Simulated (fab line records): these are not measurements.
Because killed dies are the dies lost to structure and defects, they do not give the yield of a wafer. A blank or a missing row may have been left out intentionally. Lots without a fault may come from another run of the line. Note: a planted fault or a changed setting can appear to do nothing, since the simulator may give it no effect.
Chamber matching ; flow n5-finfet ; N5_BEOL_M5_DESCUM_16 on rie-diel-02: 4 sister chambers
The step chemistry O2, time 7 s. 14 wafers are shown with their chamber, then 7 later ones without.

## EACH WAFER AND ITS CHAMBER
wafer;chamber;drypump-motor-current-A (A);showerhead-plenum-p-Torr (Torr);oes-product-au (a.u.)
L074.2;1;5.6;2.01;0.75
L074.5;2;6.0;2.04;0.86
L074.6;1;5.6;2.01;0.75
L079.3;1;5.6;2.00;0.74
L079.5;0;4.8;2.15;0.96
L079.6;1;5.6;2.00;0.75
L081.1;0;4.8;2.15;0.96
L081.3;2;6.1;2.04;0.85
L081.6;3;5.9;2.00;0.72
L083.1;0;4.8;2.15;0.95
L083.4;1;5.6;2.00;0.74
L083.6;2;6.0;2.03;0.85
L085.2;2;6.1;2.03;0.83
L085.3;3;5.9;2.00;0.70

SIGNATURES (means of the wafers above)
reading;chamber 0;chamber 1;chamber 2;chamber 3;scatter within a chamber
drypump-motor-current-A;4.800;5.600;6.050;5.900;0.0316
showerhead-plenum-p-Torr;2.1500;2.0040;2.0350;2.0000;0.00469
oes-product-au;0.9567;0.7460;0.8475;0.7100;0.00928
Rule: a wafer lies at a distance from a chamber equal to the root of the sum of squares, over the readings, of (its reading less the chamber's mean, divided by the reading's scatter). The wafer belongs to the nearest chamber; if the next one is less than 2 further off, it can't be placed. The scatter is the square root of a quotient: the sum, over the shown wafers, of each reading's squared deviation from its chamber's mean, divided by wafers minus chambers.

## WAFERS MISSING THEIR CHAMBER
wafer;drypump-motor-current-A (A);showerhead-plenum-p-Torr (Torr);oes-product-au (a.u.)
L085.6;5.9;2.00;0.71
L087.2;4.8;2.14;0.93
L087.3;5.9;2.00;0.71
L087.5;4.8;2.14;0.92
L091.1;5.9;1.99;0.69
L091.4;6.1;2.03;0.82
L091.6;4.8;2.14;0.91

## EACH ONE'S CHAMBER
wafer;from the rows above;in truth
L085.6;3;3
L087.2;0;0
L087.3;3;3
L087.5;0;0
L091.1;3;3
L091.4;2;2
L091.6;0;0
Correct placement for 7 of the 7. Can't be placed from these rows: 0. 0 placed wrongly.
